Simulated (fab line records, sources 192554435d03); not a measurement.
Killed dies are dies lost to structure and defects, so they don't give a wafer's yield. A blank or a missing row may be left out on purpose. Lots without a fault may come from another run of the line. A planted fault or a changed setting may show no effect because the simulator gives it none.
Chamber matching | flow n5_finfet | N5_BEOL_M5_DESCUM_16 on rie_diel-02: 4 sister chambers
The step chemistry O2, time 7 s. 16 wafers are shown with their chamber, then 8 later ones without.

WAFERS WITH THEIR CHAMBER
wafer  | chamber | showerhead_plenum_p_Torr (Torr) | drypump_motor_current_A (A) | throttle_valve_pct (%)
L077.2 | 0       | 2.20                            | 5.1                         | 20.83
L077.3 | 2       | 2.03                            | 6.5                         | 20.87
L077.6 | 2       | 2.03                            | 6.5                         | 20.89
L079.1 | 3       | 2.22                            | 5.9                         | 20.02
L079.4 | 1       | 2.25                            | 5.6                         | 20.31
L079.6 | 3       | 2.22                            | 5.8                         | 20.01
L081.2 | 2       | 2.03                            | 6.5                         | 20.87
L081.3 | 0       | 2.20                            | 5.1                         | 20.81
L081.4 | 3       | 2.22                            | 5.9                         | 20.03
L083.1 | 0       | 2.20                            | 5.1                         | 20.86
L083.3 | 3       | 2.22                            | 5.9                         | 20.02
L083.6 | 3       | 2.22                            | 5.9                         | 20.04
L084.1 | 2       | 2.03                            | 6.5                         | 20.88
L084.5 | 0       | 2.20                            | 5.1                         | 20.85
L084.6 | 1       | 2.24                            | 5.6                         | 20.33
L088.1 | 0       | 2.20                            | 5.1                         | 20.85

SIGNATURES (means of the wafers above)
reading                  | chamber 0 | chamber 1 | chamber 2 | chamber 3 | scatter within a chamber
showerhead_plenum_p_Torr | 2.2000    | 2.2450    | 2.0300    | 2.2200    | 0.00204
drypump_motor_current_A  | 5.100     | 5.600     | 6.500     | 5.880     | 0.0258
throttle_valve_pct       | 20.8400   | 20.3200   | 20.8775   | 20.0240   | 0.0147
Rule: a wafer's distance from a chamber is the root of the sum, over the readings, of the square of ((its reading less the chamber's mean) divided by the reading's scatter). The wafer belongs to the nearest chamber; if the next one is less than 2 further off, it can't be placed. The scatter: the root of (the sum of the squares of (reading less its chamber's mean) over the shown wafers, divided by (wafers less chambers)).

WAFERS WITHOUT THEIR CHAMBER
wafer  | showerhead_plenum_p_Torr (Torr) | drypump_motor_current_A (A) | throttle_valve_pct (%)
L088.2 | 2.03                            | 6.5                         | 20.91
L088.6 | 2.03                            | 6.5                         | 20.91
L096.1 | 2.23                            | 5.6                         | 20.34
L096.2 | 2.02                            | 6.5                         | 20.93
L096.5 | 2.23                            | 5.7                         | 20.36
L095.2 | 2.23                            | 5.6                         | 20.35
L095.3 | 2.02                            | 6.5                         | 20.95
L095.5 | 2.23                            | 5.6                         | 20.36

WHICH CHAMBER EACH WENT THROUGH
wafer  | from the rows above | in truth
L088.2 | 2                   | 2
L088.6 | 2                   | 2
L096.1 | 1                   | 1
L096.2 | 2                   | 2
L096.5 | 1                   | 1
L095.2 | 1                   | 1
L095.3 | 2                   | 2
L095.5 | 1                   | 1
Placed correctly: 8 of 8. Can't be placed from these rows: 0. Placed wrongly: 0.
